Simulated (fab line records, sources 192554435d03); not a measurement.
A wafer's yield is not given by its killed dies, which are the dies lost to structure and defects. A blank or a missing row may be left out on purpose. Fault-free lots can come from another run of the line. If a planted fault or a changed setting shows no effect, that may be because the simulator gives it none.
Problem report in the 8D (eight disciplines) form, filled by code ; flow n5_finfet ; the parts of the form that need people (team, actions taken, sign-off) are left out

## 1. THE ISSUE
spin_speed_rpm at N5_BEOL_M8_COAT_71 reads a mean of 1811.2 rpm on 6 wafers of 2 lots; wafers without a fault read 1500.0 rpm with a standard deviation of 1.1. So: +99 or more standard deviations from the usual mean.
The step: time 60 s, resist thk 5 nm.
First observed at day 16 07:31: wafer L732.2, on litho_track-04. The record has a number at this step for 27 wafers belonging to 9 lots. Rule for "out" (also "out of limits"): further than 4 standard deviations from the usual mean. Any other wafer with a number is counted as sound.

## 2. WHAT IT IS, WHAT IT ISN'T
question;is;is not
which readings at this step;spin_speed_rpm;-
which lots;L732, L736;L718, L719, L721, L723, L726, L730, L738
which wafers of those lots;all that have a number;-
read on which tools;litho_track-04;litho_track-01, litho_track-05
when;from day 16 07:31;"up to then (18 sound wafers); but 3 sound wafers of L738 came after"

## 3. THE SUSPECTS, EACH WITH WHAT RULES IT OUT
Counting: a tool at any process step up to the reading remains a suspect when it ran all the lots that are out and ran no sound lot after the first of those.
- litho_track-04 at N5_BEOL_M8_COAT_71 (time 60 s, resist thk 5 nm): kept. Every lot that is out went through it, starting with L732 (day 16 07:31), and after that it ran no sound lot; the last sound lot it ran before then is L723 (day 12 04:10). Its own readings are out on those wafers: spin_speed_rpm.
Left after counting: litho_track-04 at N5_BEOL_M8_COAT_71.

## 4. THE CAUSE (what the simulator had put in)
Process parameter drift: litho_track-04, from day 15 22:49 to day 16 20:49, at N5_BEOL_M8_COAT_71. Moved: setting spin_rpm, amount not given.
Counting left only this tool.

## 5. SEQUENCE OF EFFECTS, ordered by route
Each row: a reading whose mean over the struck wafers that have a number lies more than 3 standard deviations from the usual. Only readings whose record carries a usual standard deviation are examined. hours: median over the lots of the time between each lot's start at the first step of this table that gives one and its start at this step. sigmas: the change, counted in usual standard deviations.
hours;step;reading;usual;on struck wafers;change;sigmas
0;N5_BEOL_M8_COAT_71;spin_speed_rpm;1500.0 rpm;1811.2;+311.2;+99 or more
1;N5_BEOL_M8_ETCH_72;etch_rf_on_time_s;5.23 s;4.72;-0.51;-5.8
The process steps in it:
- N5_BEOL_M8_COAT_71: time 60 s, resist thk 5 nm.
- N5_BEOL_M8_ETCH_72: etches underlayer in N2/H2, target depth 6.5 nm, time 5.2 s.

## 6. WHAT WOULD HAVE CAUGHT IT SOONER
9 hours passed between the start of the fault at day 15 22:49 and the first reading out of limits in this record, taken at day 16 07:31.
